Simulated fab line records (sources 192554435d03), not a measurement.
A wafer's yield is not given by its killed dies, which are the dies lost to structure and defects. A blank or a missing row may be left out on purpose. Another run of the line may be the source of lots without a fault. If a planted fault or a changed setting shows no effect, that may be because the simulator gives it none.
Struck lot and sound lot, side by side | flow n5 finfet | 41 steps out of a route of 1938
Sound: the wafers L290.3, L290.4, L290.5. Struck: wafer L291.3. (L291.5, L291.6 of the same lot were not struck and are left out.) The cause comes at the end.
Each step with rows lists, per side, the tool, then ch with its chambers, then its first start. Under that, the readings that differ: sound wafers | struck wafers | difference of the means | sigmas: that difference in standard deviations of wafers without a fault.
alike: same words and numbers on both sides, and readings whose means sit less than 2 such deviations apart. not compared: any withheld reading, any reading some wafer has no value for, any bound like >300 that may hide the same value, and any number with overlapping values for which the record gives no deviation.
The two part at a step that has a row with sigmas, a row that says differs or no value, or rows on one side only. Numbers that don't overlap but have no deviation are shown without sigmas and don't part them. A reading that every wafer of one side lacks parts them only if that side has two wafers or more.

first, 10 steps without rows for these wafers: N5_FIN_SAQP_PRECLEAN_42 (cleans in O3/DIW, time 60 s); N5_FIN_SAQP_PRECLEAN_00 (cleans in SC1, time 60 s); N5_FIN_SAQP_PRECLEAN_44 (cleans in SC2, time 45 s); N5_FIN_SAQP_SRD_01 (time 30 s); N5_FIN_SAQP_ALD_61 (deposits SiO2, target thk 4 nm, pulse time 1 s, purge time 2 s); N5_FIN_SAQP_DENSIFY_62 (time 60 s); N5_FIN_SAQP_HM_DEP_03 (deposits SiNx from SiH4/NH3/N2, target thk 38 nm, time 33.6 s); N5_FIN_SAQP_PECVD_47 (deposits a-Si from SiH4/He, target thk 45 nm, time 36.3 s); N5_FIN_SAQP_PECVD_48 (deposits SiNx from SiH4/NH3/N2, target thk 25 nm, time 22.1 s); N5_FIN_SAQP_PECVD_06 (deposits a-Si from SiH4/He, target thk 60 nm, time 48.1 s).
N5_FIN_SAQP_HM_DEP_72: deposits SiO2 from SiH4/N2O, target thk 12 nm, time 7.2 s.
  sound on pecvd-02 ch 1,2, day 4 03:13; struck on pecvd-02 ch 0, day 4 09:21
  reading                         | sound          | struck | difference | sigmas
  showerhead plenum p Torr (Torr) | 8.09 8.09 8.09 | 8.42   | +0.33      | +2
  alike: heater power w
then, 8 steps without rows for these wafers: N5_FIN_SAQP_COAT_49 (time 60 s, resist thk 100 nm); N5_FIN_SAQP_COAT_50 (time 60 s, resist thk 35 nm); N5_FIN_SAQP_COAT_10 (resist thk 90 nm); N5_FIN_SAQP_EBR_12; N5_FIN_SAQP_SOFTBAKE_11 (time 60 s); N5_FIN_SAQP_EXPOSE_13 (exposes mask FIN CORE, target cd 35.6 nm); N5_FIN_SAQP_PEB_14 (peb time 60 s); N5_FIN_SAQP_DEVELOP_15 (develop time 30 s).
N5_FIN_SAQP_INSPECT_18: inspects for defects (brightfield).
  sound: defect inspect-02 at day 4 03:44; struck: defect inspect-01 at day 4 09:44
  reading          | sound       | struck | difference | sigmas
  raw defect count | 369 496 383 | 1345   | +929       | +8
then, 17 steps without rows for these wafers: N5_FIN_SAQP_DESCUM_21 (chemistry O2, time 7.9 s); N5_FIN_SAQP_ETCH_51 (etches SiARC in CF4, target depth 45.5 nm, time 75.8 s); N5_FIN_SAQP_ETCH_52 (etches SOC in N2/H2, target depth 100 nm, overetch 20 nm, time 150 s); N5_FIN_SAQP_STRIP_53 (strips in N2/H2); N5_FIN_SAQP_HM_OPEN_73 (chemistry CHF3/O2, target SiO2, stops on a-Si, target depth 12 nm, time 16.8 s); N5_FIN_SAQP_STRIP_74 (strips in CHF3/O2); N5_FIN_SAQP_MANDREL_ETCH_22 (etches a-Si in HBr/Cl2, stops on SiNx, target depth 60 nm, bt time 10 s, time 30 s); N5_FIN_SAQP_STRIP_55 (strips in N2/H2); N5_FIN_SAQP_STRIP_23 (strips in SPM, time 750 s); N5_FIN_SAQP_SRD_66 (time 30 s); N5_FIN_SAQP_RECESS_75 (chemistry HF/NH3, target SiO2, target depth 14.4 nm, afs cycles 3, sublimation time 60 s); N5_FIN_SAQP_SPACER1_ALD_24 (deposits SiO2, target thk 20.3 nm, pulse time 1 s, purge time 2 s); N5_FIN_SAQP_SPACER1_ETCHBACK_25 (etches SiO2 in CHF3/O2, target depth 24.4 nm, time 12.2 s); N5_FIN_SAQP_MANDREL1_REMOVE_56 (chemistry HBr/Cl2/O2, target a-Si, stops on SiNx, bt time 10 s); N5_FIN_SAQP_ETCH_57 (etches SiNx in CH3F/O2, target depth 32.5 nm, time 46.4 s); N5_FIN_SAQP_ETCH_65 (etches SiO2 in CF4, target depth 4 nm, time 4.4 s); N5_FIN_SAQP_MANDREL_ETCH_58 (etches a-Si in HBr/Cl2, stops on SiNx, target depth 45 nm, bt time 10 s, time 27 s).
N5_FIN_SAQP_INSPECT_40: inspects for defects (brightfield).
  sound: defect inspect-02 at day 4 08:40; struck: defect inspect-02 at day 4 14:07
  reading          | sound       | struck | difference | sigmas
  raw defect count | 127 194 163 | 1234   | +1073      | +16
N5_FIN_CUT_INSPECT_10: inspects for defects (brightfield).
  sound: defect inspect-01 at day 4 09:11; struck: defect inspect-02 at day 4 14:31
  reading          | sound    | struck | difference | sigmas
  raw defect count | 21 40 45 | 969    | +934       | +78
-- the record jumps here: 6 days lie between the struck wafers' starts before and after (it left off in module FIN_CUT and takes up again in module BEOL_M4, whose first step shown is number 1111 of the route) --
N5_BEOL_M4_RC_MEAS_101:
  sound on prober-01 ch 0, day 10 01:02; struck on prober-01 ch 0, day 10 03:21
  reading       | sound          | struck | difference | sigmas
  DIBL_N (mV/V) | 39.7 38.3 38.1 | 35.4   | -3.3       | -2
  SS_N (mV/dec) | 71.9 71.8 72.3 | 70.9   | -1.1       | -2
  SS_P (mV/dec) | 73.5 73.3 73.1 | 71.7   | -1.6       | -3
  alike: DIBL_P, IOFF_N, IOFF_P, ION_N, ION_P, VT_N, VT_P
-- the record jumps here: 4 days lie between the struck wafers' starts before and after (it left off in module BEOL_M4 and takes up again in module PASSIVATION, whose first step shown is number 1936 of the route) --
N5_PASSIVATION_PROBE_49:
  the record has rows for the struck wafers here (prober-02, day 14 09:31) and none for the sound ones

WHERE THEY PART
First at N5_FIN_SAQP_HM_DEP_72; last, within this record, at N5_PASSIVATION_PROBE_49.

WHY: whatever the simulator had introduced
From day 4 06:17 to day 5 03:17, pecvd-02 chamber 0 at N5_FIN_SAQP_HM_DEP_72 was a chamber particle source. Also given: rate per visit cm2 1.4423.
